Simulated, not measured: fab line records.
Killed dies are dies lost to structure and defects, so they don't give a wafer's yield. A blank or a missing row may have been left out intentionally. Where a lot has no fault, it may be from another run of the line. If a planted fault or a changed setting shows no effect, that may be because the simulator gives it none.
fab line records    flow nandHarc
record: lots: 6  wafers: 18  lastDay: 33
route steps=1302 shown P_STI@69 END@1302
lots that met no fault: from a run of the same line without faults
startH: hours from the record's opening day to when the first of the lot's shown wafers began    waitH: hours elapsed since this lot's preceding step    " identical to the entry in the row above    L1.1+2: several wafers, shown together as one row    - no value, or no start given    * or withheld: withheld    < > ~ a bound
route shown NAME@n: NAME is a module with steps in the file, n the number in the route of the first one    usual: mean and standard deviation over wafers with no fault    same: alike in all rows    chamber/n: place in a boat    sites: each site's reading    _std_site: their standard deviation    _edge_site: outer sites' mean less inner sites'    radiusMm: for every site, how far away it sits from the centre of the wafer    mask NAME#n: copy n    behind: the most recent tool/chamber to have shaped the wafer    hold: what put the lot on hold/how long, in hours/how the hold closed    device: the n, p or np transistor that did not switch    end of line: at the end of the route, the tests of the same wafers    where a step has no rows: the recipe by itself    killed: not the wafer's yield, but the dies lost to structure and defects at the first sort    map: the dies of a wafer, with x for killed, . for not killed, _ for no die there
set.NAME: the setting as run; set.NAME@STEP: as run at that earlier step    model.NAME: the simulator's own value behind a step, which no gauge read
lots at selected steps of the route; one table per step, one row per wafer
services: the hour from which a tool's chamber was out of use, counted from the record's first day as startH (under 0 if before that day), plus the number of hours and why
== steps ==
step: NHARC_P_STI_ETCH_26
recipe: targetDepthA: 110  chemistry: dHF  material: SiO2
step: NHARC_P_STI_PRECLEAN_27
recipe: timeS: *  tempC: 50  bathAgeMin: 0  chemistry: SC1
step: NHARC_P_STI_SRD_28
step: NHARC_P_STI_OXIDE_29
recipe: targetThkA: 100  tempC: 900  oxTimeS: 1362  material: SiO2
step: NHARC_P_STI_HM_DEP_30
recipe: targetThkA: 800  tempC: 790  pressureMtorr: 300  timeS: 873  material: Si3N4
step: NHARC_P_STI_DEHYDRATE_01
recipe: tempC: 150  timeS: 120
step: NHARC_P_STI_HMDS_02
recipe: timeS: 30
step: NHARC_P_STI_COAT_41
recipe: tempC: 200  timeS: 65
step: NHARC_P_STI_COAT_03
recipe: spinRpm: 2000  resistThkNm: 600
step: NHARC_P_STI_SOFTBAKE_04
recipe: tempC: 125  timeS: 70
step: NHARC_P_STI_EBR_05
step: NHARC_P_STI_EXPOSE_06
recipe: na: 0.55  targetCdNm: 200  doseMj: 37.69  maskId: P_STI
step: NHARC_P_STI_PEB_07
recipe: pebTempC: 128  pebTimeS: 80
usual: plateTempC: 128.00/0.13
lot.wafer  tool           chamber  startH  waitH  plateTempC
L116.1     lithoTrack-02  0        85.26   0.1    127.96
L116.3     "              0        "       "      128.16
L116.4     "              0        "       "      127.86
L117.1     lithoTrack-03  0        95.37   0.1    127.99
L117.2     "              0        "       "      127.72
L117.6     "              0        "       "      128.13
L127.2     lithoTrack-03  0        192.29  0.1    128.72
L127.4     "              0        "       "      128.59
L127.6     "              0        "       "      128.70
L128.2     lithoTrack-03  0        203.04  0.1    128.72
L128.3     "              0        "       "      128.70
L128.5     "              0        "       "      128.67
L129.1     lithoTrack-02  0        213.69  0.1    127.88
L129.3     "              0        "       "      127.88
L129.4     "              0        "       "      127.94
L135.2     lithoTrack-02  0        273.75  0.1    127.64
L135.5     "              0        "       "      127.99
L135.6     "              0        "       "      127.87
step: NHARC_P_STI_DEVELOP_08
recipe: timeS: 50  devTempC: 22
step: NHARC_P_STI_CD_MEAS_09
recipe: targetCdNm: 200  landingEnergyEv: 500
usual: cdNm: 200.4/1.7
lot.wafer  tool      chamber  startH  waitH  hold                     cdNm
L116.1     cdSem-01  0        85.35   -      -                        201.2
L116.3     "         0        "       "      -                        199.6
L116.4     "         0        "       "      -                        202.6
L117.1     cdSem-03  0        95.45   -      -                        200.2
L117.2     "         0        "       "      -                        201.7
L117.6     "         0        "       "      -                        201.2
L127.2     cdSem-02  0        192.38  -      -                        204.8
L127.4     "         0        "       "      -                        205.0
L127.6     "         0        "       "      -                        203.3
L128.2     cdSem-03  0        203.13  -      awaitDispo/0.2h/release  210.1
L128.3     "         0        "       "      awaitDispo/0.2h/release  208.2
L128.5     "         0        "       "      awaitDispo/0.2h/release  207.6
L128.2     cdSem-03  0        -       -      -                        210.2
L128.3     "         0        "       "      -                        207.8
L128.5     "         0        "       "      -                        207.4
L129.1     cdSem-03  0        213.77  -      -                        198.5
L129.3     "         0        "       "      -                        198.5
L129.4     "         0        "       "      -                        196.1
L135.2     cdSem-02  0        273.84  -      -                        197.5
L135.5     "         0        "       "      -                        201.4
L135.6     "         0        "       "      -                        197.1
step: NHARC_P_STI_OVL_MEAS_10
usual: overlayXNm: 1/5.4  overlayYNm: 0/4.1
lot.wafer  tool        chamber  startH  waitH  hold                     overlayXNm  overlayYNm
L116.1     overlay-02  -        85.44   -      -                        -1          4
L116.3     "           -        "       "      -                        -2          4
L116.4     "           -        "       "      -                        -2          4
L117.1     overlay-02  -        95.54   -      -                        2           3
L117.2     "           -        "       "      -                        2           2
L117.6     "           -        "       "      -                        3           3
L127.2     overlay-01  -        192.47  -      -                        15          3
L127.4     "           -        "       "      -                        15          3
L127.6     "           -        "       "      -                        15          3
L128.2     overlay-02  -        209.72  -      awaitDispo/6.3h/release  3           0
L128.3     "           -        "       "      awaitDispo/6.3h/release  3           0
L128.5     "           -        "       "      awaitDispo/6.3h/release  3           -1
L129.1     overlay-02  -        213.86  -      -                        2           -8
L129.3     "           -        "       "      -                        1           -8
L129.4     "           -        "       "      -                        1           -8
L135.2     overlay-01  -        273.92  -      -                        4           -4
L135.5     "           -        "       "      -                        3           -3
L135.6     "           -        "       "      -                        3           -3
step: NHARC_P_STI_INSPECT_11
usual: rawDefectCount: 5.2/2.7
lot.wafer  tool              chamber  startH  waitH  rawDefectCount
L116.1     defectInspect-02  -        85.47   0.0    4
L116.3     "                 -        "       "      4
L116.4     "                 -        "       "      7
L117.1     defectInspect-01  -        95.58   0.0    2
L117.2     "                 -        "       "      8
L117.6     "                 -        "       "      4
L127.2     defectInspect-01  -        192.50  0.0    5
L127.4     "                 -        "       "      4
L127.6     "                 -        "       "      2
L128.2     defectInspect-02  -        209.76  0.0    3
L128.3     "                 -        "       "      7
L128.5     "                 -        "       "      4
L129.1     defectInspect-01  -        213.90  0.0    2
L129.3     "                 -        "       "      3
L129.4     "                 -        "       "      3
L135.2     defectInspect-02  -        273.96  0.0    4
L135.5     "                 -        "       "      5
L135.6     "                 -        "       "      8
step: NHARC_P_STI_HARDBAKE_13
recipe: tempC: 118  timeS: 65
step: NHARC_P_STI_DESCUM_14
recipe: timeS: 3  o2FlowSccm: 200  arFlowSccm: 0  biasPowerW: 0  chemistry: O2
usual: drypumpMotorCurrentA: 5.9/0.46  oesProductAu: 1.004/0.011  rfVppV: 57.8/0.92  showerheadPlenumPTorr: 1.92/0.11  throttleValvePct: 11.311/0.0092
same: biasPowerW: 0
lot.wafer  tool        chamber  startH  waitH  drypumpMotorCurrentA  oesProductAu  rfHoursCounterH  rfVppV  showerheadPlenumPTorr  throttleValvePct  model.P_STI.cdNm
L116.1     rieDiel-08  1        85.61   -      6.0                   1.008         2                58.7    2.07                   11.317            201.7
L116.3     "           2        "       "      6.0                   1.016         3                59.2    1.98                   11.312            199.2
L116.4     "           0        "       "      5.1                   1.021         2                58.8    1.80                   11.318            202.6
L117.1     rieDiel-13  3        95.71   -      5.4                   1.013         8                57.0    1.87                   11.315            200.3
L117.2     "           1        "       "      5.6                   1.019         7                58.2    1.78                   11.305            202.1
L117.6     "           3        "       "      5.4                   1.004         -                57.8    1.87                   11.303            201.1
L127.2     rieDiel-12  0        192.65  -      6.1                   0.998         10               57.4    1.98                   11.310            204.7
L127.4     "           2        "       "      5.8                   1.003         11               58.9    2.04                   11.313            204.3
L127.6     "           0        "       "      6.1                   1.010         -                57.2    1.98                   11.312            203.4
L128.3     rieDiel-08  1        209.89  -      6.0                   0.994         0                59.2    2.07                   11.309            207.8
L128.2     "           2        "       "      6.0                   1.005         0                58.6    1.98                   11.333            210.1
L128.5     "           2        "       "      6.0                   1.011         -                58.8    1.98                   11.307            207.1
L129.4     rieDiel-12  0        214.03  -      6.1                   1.013         12               59.2    1.98                   11.311            196.3
L129.3     "           1        "       "      5.8                   0.981         12               58.2    2.00                   11.309            198.3
L129.1     "           2        "       "      5.8                   0.996         12               59.5    2.03                   11.305            198.9
L135.2     rieDiel-13  1        274.12  -      5.6                   1.006         5                56.6    1.78                   11.318            198.2
L135.6     "           2        "       "      5.0                   1.008         -                57.0    1.83                   11.315            196.4
L135.5     "           3        "       "      5.4                   1.005         -                57.1    1.86                   11.317            201.4
step: NHARC_P_STI_ETCH_42
recipe: targetDepthA: 800  overetchA: 240  timeS: 61  ionEnergyEv: 200  n2FlowSccm: 150  h2FlowSccm: 150  arFlowSccm: 0  rfW: 400  biasW: 150  chemistry: N2/H2
usual: drypumpMotorCurrentA: 5.8/0.5  oesProductAu: 1.005/0.0098  rfFwdPowerW: 396.0/1.7  rfVppV: 430/3.4  showerheadPlenumPTorr: 2.04/0.12  throttleValvePct: 14.171/0.0088
lot.wafer  tool        chamber  startH  waitH  drypumpMotorCurrentA  oesProductAu  rfFwdPowerW  rfHoursCounterH  rfVppV  showerheadPlenumPTorr  throttleValvePct
L116.3     rieDiel-08  0        85.69   0.1    5.1                   1.001         395.1        2                427     1.92                   14.159
L116.1     "           1        "       "      6.0                   1.004         400.1        2                437     2.21                   14.173
L116.4     "           3        "       "      6.7                   1.006         396.5        2                428     1.91                   14.174
L117.2     rieDiel-13  3        95.81   0.1    5.4                   1.007         394.6        8                428     1.99                   14.179
L117.1     "           0        "       "      6.2                   1.004         395.2        8                435     2.21                   14.172
L117.6     "           1        "       "      5.6                   1.007         395.1        -                428     1.90                   14.182
L127.4     rieDiel-12  0        192.72  0.1    6.1                   1.007         394.3        10               432     2.11                   14.174
L127.2     "           3        "       "      6.1                   1.008         394.5        7                429     1.94                   14.172
L127.6     "           0        "       "      6.1                   1.001         396.4        -                432     2.11                   14.168
L128.2     rieDiel-08  3        209.99  0.1    6.7                   1.000         393.8        0                426     1.91                   14.176
L128.3     "           0        "       "      5.1                   1.014         394.0        0                427     1.92                   14.167
L128.5     "           3        "       "      6.7                   1.010         394.9        -                427     1.90                   14.168
L129.3     rieDiel-12  3        214.12  0.1    6.1                   1.006         394.7        9                427     1.94                   14.158
L129.4     "           1        "       "      5.8                   0.985         397.9        12               434     2.14                   14.183
L129.1     "           2        "       "      5.9                   1.004         396.7        12               433     2.17                   14.168
L135.2     rieDiel-13  1        274.20  0.1    5.6                   1.001         396.6        5                426     1.89                   14.167
L135.6     "           1        "       "      5.6                   1.006         395.7        -                425     1.89                   14.168
L135.5     "           2        "       "      5.0                   1.000         397.3        -                428     1.95                   14.165
step: NHARC_P_STI_ETCH_31
recipe: targetDepthA: 1089  timeS: 54.5  cf4FlowSccm: 100  chf3FlowSccm: 30  arFlowSccm: 0  rfW: 500  biasW: 200  chemistry: CF4/CHF3
usual: drypumpMotorCurrentA: 5.8/0.48  oesProductAu: 0.962/0.02  rfFwdPowerW: 494.9/2.3  rfVppV: 370.7/2.8  showerheadPlenumPTorr: 1.57/0.085  throttleValvePct: 16.802/0.0089
lot.wafer  tool        chamber  startH  waitH  drypumpMotorCurrentA  oesProductAu  rfFwdPowerW  rfHoursCounterH  rfVppV  showerheadPlenumPTorr  throttleValvePct
L116.4     rieDiel-08  0        -       -      5.1                   0.996         494.3        2                368.2   1.49                   16.800
L116.1     "           1        "       "      6.0                   0.964         497.2        2                376.2   1.69                   16.799
L116.3     "           2        "       "      6.0                   0.984         499.3        3                373.6   1.63                   16.805
L117.1     rieDiel-13  1        -       -      5.6                   0.966         495.4        7                367.3   1.47                   16.818
L117.2     "           3        "       "      5.4                   0.952         492.1        8                369.1   1.54                   16.813
L117.6     "           2        "       "      5.0                   0.941         496.7        -                368.8   1.51                   16.801
L127.4     rieDiel-12  2        -       -      5.8                   0.993         496.7        11               374.2   1.67                   16.817
L127.2     "           0        "       "      6.1                   0.968         495.5        10               372.6   1.62                   16.795
L127.6     "           3        "       "      6.1                   0.964         492.2        -                368.5   1.50                   16.792
L128.2     rieDiel-08  3        -       -      6.7                   0.988         493.2        0                365.0   1.48                   16.802
L128.3     "           0        "       "      5.1                   0.993         493.1        0                368.6   1.49                   16.797
L128.5     "           3        "       "      6.7                   0.987         491.1        -                368.4   1.48                   16.787
L129.3     rieDiel-12  0        -       -      6.0                   0.961         498.9        12               372.8   1.62                   16.813
L129.4     "           2        "       "      5.8                   0.982         493.5        12               373.6   1.67                   16.799
L129.1     "           3        "       "      6.1                   0.978         492.9        9                368.6   1.50                   16.803
L135.2     rieDiel-13  1        -       -      5.6                   0.961         495.7        5                367.4   1.47                   16.808
L135.5     "           2        "       "      5.0                   0.960         495.8        -                369.4   1.51                   16.804
L135.6     "           3        "       "      5.4                   0.973         491.1        -                368.4   1.54                   16.794
step: NHARC_P_STI_ETCH_15
recipe: targetDepthA: 3000  taperDeg: 4  timeS: 100.1  hbrFlowSccm: 150  cl2FlowSccm: 50  rfW: 400  icpW: 400  biasW: 100  chemistry: HBr/Cl2
usual: drypumpMotorCurrentA: 6.0/0.47  hbrFlowSccm: 150.0/0.49  mfcCl2Sccm: 50.02/0.16  oesProductAu: 0.997/0.0093  rfFwdPowerW: 397.2/1.4  throttleValvePct: 26.406/0.01
lot.wafer  tool      chamber  startH  waitH  drypumpMotorCurrentA  hbrFlowSccm  mfcCl2Sccm  oesProductAu  rfFwdPowerW  rfHoursCounterH  throttleValvePct  model.P_STI.cdNm
L116.3     rieSi-02  2        85.88   -      5.6                   149.7        49.92       0.986         397.8        1.0              26.410            198.7
L116.4     "         0        "       "      5.4                   149.9        50.05       1.006         395.2        1.0              26.408            201.8
L116.1     "         1        "       "      5.2                   149.3        50.14       0.987         397.4        0.9              26.409            200
L117.1     rieSi-01  0        95.99   -      5.9                   150.5        49.90       0.998         397.3        0.3              26.424            200.1
L117.2     "         2        "       "      5.4                   149.1        50.04       0.988         398.8        0.4              26.400            201.3
L117.6     "         0        "       "      5.9                   150.5        49.96       1.009         398.9        -                26.417            202.1
L127.4     rieSi-02  2        192.93  -      5.6                   150.1        49.85       1.007         398.4        0.5              26.427            204.1
L127.2     "         3        "       "      6.8                   150.3        50.08       0.993         395.9        0.5              26.408            204.5
L127.6     "         1        "       "      5.2                   150.0        49.91       0.984         396.9        -                26.396            202
L128.3     rieSi-01  3        210.17  -      6.4                   149.4        50.25       0.985         396.6        0.0              26.401            207.5
L128.2     "         1        "       "      5.5                   150.4        49.92       0.999         396.9        0.0              26.403            209.8
L128.5     "         3        "       "      6.4                   149.6        50.00       0.986         397.8        -                26.405            207.1
L129.4     rieSi-02  2        214.31  -      5.7                   150.9        50.12       1.009         397.9        0.6              26.405            195.9
L129.1     "         0        "       "      5.4                   150.3        49.90       1.000         397.6        0.6              26.419            197.5
L129.3     "         1        "       "      5.2                   150.7        49.73       0.990         396.9        0.7              26.421            196.9
L135.2     rieSi-02  1        274.44  -      5.3                   149.9        49.79       0.991         395.9        1.1              26.396            199.3
L135.6     "         3        "       "      6.8                   149.9        50.10       1.001         395.4        -                26.402            197.9
L135.5     "         0        "       "      5.4                   149.4        49.93       0.992         396.4        -                26.397            201
step: NHARC_P_STI_CD_MEAS_16
usual: cdNm: 199.6/1.8
lot.wafer  tool      chamber  startH  waitH  hold                     cdNm
L116.1     cdSem-03  -        86.04   -      -                        200.0
L116.3     "         -        "       "      -                        198.6
L116.4     "         -        "       "      -                        201.7
L117.1     cdSem-01  -        96.18   -      -                        200.3
L117.2     "         -        "       "      -                        201.2
L117.6     "         -        "       "      -                        202.4
L127.2     cdSem-01  -        193.08  -      -                        204.7
L127.4     "         -        "       "      -                        204.2
L127.6     "         -        "       "      -                        202.0
L128.2     cdSem-03  -        210.33  -      awaitDispo/0.2h/release  210.1
L128.3     "         -        "       "      awaitDispo/0.2h/release  207.3
L128.5     "         -        "       "      awaitDispo/0.2h/release  207.0
L128.2     cdSem-03  -        210.52  0.2    -                        209.7
L128.3     "         -        "       "      -                        207.4
L128.5     "         -        "       "      -                        206.8
L129.1     cdSem-03  -        214.47  -      -                        197.2
L129.3     "         -        "       "      -                        196.6
L129.4     "         -        "       "      -                        196.1
L135.2     cdSem-01  -        274.58  -      -                        199.5
L135.5     "         -        "       "      -                        200.6
L135.6     "         -        "       "      -                        197.8
step: NHARC_P_STI_OCD_MEAS_17
usual: trenchDepthNm: 299/3.7  trenchFootCdNm: 158.6/1.9
lot.wafer  tool    chamber  startH  waitH  hold                     trenchDepthNm  trenchFootCdNm
L116.1     ocd-01  -        86.13   0.1    -                        295            160.1
L116.3     "       -        "       "      -                        297            157.8
L116.4     "       -        "       "      -                        302            161.0
L117.1     ocd-02  -        96.27   0.1    -                        301            158.8
L117.2     "       -        "       "      -                        298            159.6
L117.6     "       -        "       "      -                        300            159.1
L127.2     ocd-01  -        193.16  0.1    -                        299            163.3
L127.4     "       -        "       "      -                        305            161.8
L127.6     "       -        "       "      -                        293            162.2
L128.2     ocd-02  -        212.23  1.7    awaitDispo/0.2h/release  297            168.5
L128.3     "       -        "       "      awaitDispo/0.2h/release  296            166.7
L128.5     "       -        "       "      awaitDispo/0.2h/release  296            166.2
L128.2     ocd-02  -        212.41  0.2    -                        297            168.5
L128.3     "       -        "       "      -                        296            167.2
L128.5     "       -        "       "      -                        297            165.8
L129.1     ocd-01  -        214.55  0.1    -                        300            156.7
L129.3     "       -        "       "      -                        293            157.3
L129.4     "       -        "       "      -                        304            154.0
L135.2     ocd-01  -        274.66  0.1    -                        293            156.3
L135.5     "       -        "       "      -                        297            159.8
L135.6     "       -        "       "      -                        302            155.0
step: NHARC_P_STI_PRECLEAN_32
recipe: timeS: *  tempC: 50  bathAgeMin: 0  chemistry: SC1
step: NHARC_P_STI_SRD_23
step: NHARC_P_STI_OCD_MEAS_43
usual: trenchDepthNm: 299/3.7  trenchFootCdNm: 158.7/1.8
lot.wafer  tool    chamber  startH  waitH  trenchDepthNm  trenchFootCdNm
L116.1     ocd-02  -        86.65   -      296            159.9
L116.3     "       -        "       "      297            158.5
L116.4     "       -        "       "      302            160.3
L117.1     ocd-01  -        96.77   -      302            158.3
L117.2     "       -        "       "      299            160.0
L117.6     "       -        "       "      301            158.5
L127.2     ocd-02  -        193.67  -      299            163.2
L127.4     "       -        "       "      305            162.8
L127.6     "       -        "       "      294            162.4
L129.1     ocd-02  -        215.07  -      301            157.2
L129.3     "       -        "       "      293            157.3
L129.4     "       -        "       "      303            153.5
L128.2     ocd-01  -        219.40  -      298            168.8
L128.3     "       -        "       "      296            167.4
L128.5     "       -        "       "      297            166.4
L135.2     ocd-01  -        275.17  -      293            156.4
L135.5     "       -        "       "      297            159.9
L135.6     "       -        "       "      302            154.8
step: NHARC_P_STI_OXIDE_33
recipe: targetThkA: 100  tempC: 1000  oxTimeS: 281  material: SiO2
step: NHARC_END_SORT_01
recipe: tempC: 25
usual: killedAtArray: 58/17  killedAtOther: 1.0/1.4  killedAtPeriphery: 3.6/2.4  killedDies: 62/17  killedOpen: 3.4/2  killedShort: 2.2/1.6
same: grossDies: 677
lot.wafer  tool       chamber  startH  waitH  killedAtArray  killedAtOther  killedAtPeriphery  killedDies  killedOpen  killedShort
L117.1     prober-02  0        625.87  2.5    60             1              3                  64          7           1
L117.2     prober-02  0        626.66  2.8    55             0              3                  58          8           4
L117.6     prober-02  0        629.80  3.9    68             0              2                  70          2           1
killed by level:class
L117.1 A_CHANNEL_HOLE_D2:chamberFilmFlake=27 A_CHANNEL_HOLE_D1:chamberFilmFlake=14 A_CONTACT:chamberFilmFlake=5 A_STAIRCASE:chamberFilmFlake=3 A_WL_FILL:chamberFilmFlake=3 A_M1:chamberFilmFlake=3 A_CHANNEL_FILL_D1:geometricParticle:open=2 A_WL_FILL:geometricParticle:open=2
L117.2 A_CHANNEL_HOLE_D1:chamberFilmFlake=23 A_CHANNEL_HOLE_D2:chamberFilmFlake=15 A_BONDPAD:chamberFilmFlake=4 A_ONON_D2:geometricParticle:short=2 A_CHANNEL_FILL_D2:geometricParticle:open=2 P_ZERO_WELL:chamberFilmFlake=2 A_STAIRCASE:chamberFilmFlake=2 P_CONTACT:geometricParticle:open=1
L117.6 A_CHANNEL_HOLE_D1:chamberFilmFlake=32 A_CHANNEL_HOLE_D2:chamberFilmFlake=30 A_WL_FILL:chamberFilmFlake=2 A_WL_FILL:geometricParticle:short=1 A_WL_FILL:geometricParticle:open=1 A_BONDPAD:geometricParticle:open=1 P_ZERO_WELL:chamberFilmFlake=1 P_GATE:chamberFilmFlake=1
== services ==
tool           chamber  startH  hours  kind
rieDiel-13     -        76.07   0.9    repair
rieSi-01       3        90.31   10.1   repair
rieDiel-12     -        91.56   9.0    pm
rieDiel-13     0        95.93   14.2   repair
lithoTrack-03  -        100.00  7.0    pm
rieSi-02       -        100.00  9.0    pm
rieDiel-13     -        102.88  0.2    repair
rieDiel-08     3        114.04  5.4    repair
rieDiel-12     1        115.01  2.6    repair
rieDiel-13     1        119.90  3.2    repair
rieDiel-08     -        142.06  0.6    repair
rieDiel-13     1        151.81  5.0    repair
rieDiel-13     1        158.69  1.7    repair
rieSi-01       0        160.16  30.1   repair
rieDiel-13     -        165.00  9.0    pm
rieSi-02       -        173.73  1.3    repair
rieDiel-08     -        190.80  9.0    pm
rieSi-01       -        193.00  9.0    pm
rieDiel-13     -        194.85  1.1    repair
rieDiel-08     2        224.14  4.1    repair
lithoTrack-02  -        227.00  7.0    pm
rieSi-02       1        240.69  1.3    repair
rieDiel-13     0        266.45  15.9   repair
rieDiel-12     -        268.69  9.0    pm
== key ==
firstSign: step: NHARC_P_STI_PEB_07  reading: plateTempC  direction: up  sigmas: 5.1  usual: *  struck: *
effect: step: NHARC_P_STI_CD_MEAS_09  reading: visit  direction: added
effect: step: NHARC_P_STI_CD_MEAS_16  reading: visit  direction: added
effect: step: NHARC_P_STI_OCD_MEAS_17  reading: visit  direction: added
effect: step: NHARC_P_STI_OCD_MEAS_43  reading: trenchFootCdNm  direction: up  sigmas: 3.5  usual: 158.7  struck: 165.2
modelEffect: step: NHARC_P_STI_DESCUM_14  value: P_STI.cdNm  without: 200.9  struck: 206.2
modelEffect: step: NHARC_P_STI_ETCH_15  value: P_STI.cdNm  without: 200.5  struck: 205.8
metAt NHARC_P_STI_PEB_07
struckWafers L127.2,L127.4,L127.6,L128.2,L128.3,L128.5
testerLeftOut L127,L128
onsetBetween 95.37 192.29
fault: kind: processParameterDrift  tool: lithoTrack-03  chamber: -  onsetH: 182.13  steps: NHARC_P_STI_PEB_07  channel: pebTempC  offset: *  shape: step  endH: 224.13  actsIn: *  stated: *
testerLeftOut: of these lots the tester's yield and bins aren't shown, on N5 and GAA mostly nor the transistor test; their killed dies are dies lost to structure and defects alone, not to doping, threshold or leakage, so they don't give the yield
